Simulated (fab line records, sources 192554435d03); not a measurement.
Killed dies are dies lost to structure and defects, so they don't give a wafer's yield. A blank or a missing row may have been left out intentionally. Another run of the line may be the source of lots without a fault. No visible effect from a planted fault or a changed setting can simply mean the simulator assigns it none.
Matching of chambers :: flow n5 finfet :: N5_FIN_CUT_CUT_ETCH_27 on rie diel-05 has 4 sister chambers
The step etches SiO2 in CHF3/O2, target depth 4 nm, overetch 2 nm, time 4.9 s. 8 wafers are shown with their chamber, then 9 later ones without.

== WAFERS WITH THEIR CHAMBER ==
wafer: L074.3
chamber: 1
drypump motor current A (A): 5.7
rf vpp V (V): 512

wafer: L078.5
chamber: 3
drypump motor current A (A): 6.4
rf vpp V (V): 527

wafer: L079.2
chamber: 1
drypump motor current A (A): 5.7
rf vpp V (V): 512

wafer: L080.6
chamber: 3
drypump motor current A (A): 6.4
rf vpp V (V): 524

wafer: L088.6
chamber: 2
drypump motor current A (A): 5.9
rf vpp V (V): 508

wafer: L092.3
chamber: 0
drypump motor current A (A): 5.9
rf vpp V (V): 535

wafer: L092.4
chamber: 0
drypump motor current A (A): 5.8
rf vpp V (V): 535

wafer: L092.5
chamber: 2
drypump motor current A (A): 5.9
rf vpp V (V): 507

== WAFERS WITH NO CHAMBER GIVEN ==
wafer: L094.1
drypump motor current A (A): 5.7
rf vpp V (V): 512

wafer: L094.2
drypump motor current A (A): 5.8
rf vpp V (V): 537

wafer: L094.4
drypump motor current A (A): 6.4
rf vpp V (V): 527

wafer: L095.1
drypump motor current A (A): 5.9
rf vpp V (V): 507

wafer: L095.4
drypump motor current A (A): 5.8
rf vpp V (V): 535

wafer: L095.5
drypump motor current A (A): 5.9
rf vpp V (V): 507

wafer: L097.1
drypump motor current A (A): 5.7
rf vpp V (V): 514

wafer: L097.2
drypump motor current A (A): 5.8
rf vpp V (V): 534

wafer: L097.6
drypump motor current A (A): 5.8
rf vpp V (V): 506

== THE CHAMBER EACH PASSED THROUGH ==
wafer: L094.1
from the rows above: 1
in truth: 1

wafer: L094.2
from the rows above: 0
in truth: 0

wafer: L094.4
from the rows above: 3
in truth: 3

wafer: L095.1
from the rows above: 2
in truth: 2

wafer: L095.4
from the rows above: 0
in truth: 0

wafer: L095.5
from the rows above: 2
in truth: 2

wafer: L097.1
from the rows above: 1
in truth: 1

wafer: L097.2
from the rows above: 0
in truth: 0

wafer: L097.6
from the rows above: 2
in truth: 2
Placed correctly: 9 of 9. Number that these rows cannot place: 0. Wrongly placed: 0.
How it was worked out, from the rows above alone: a wafer's distance from a chamber is the root of the sum, over the readings, of the square of ((its reading less the chamber's mean) divided by the reading's scatter). If the next closest chamber is less than 2 further off than the closest, the wafer can't be placed; otherwise it belongs to the closest. Each chamber's mean is taken over the wafers shown for it. The scatter is the square root of a quotient: the sum, over the shown wafers, of each reading's squared deviation from its chamber's mean, divided by wafers minus chambers.
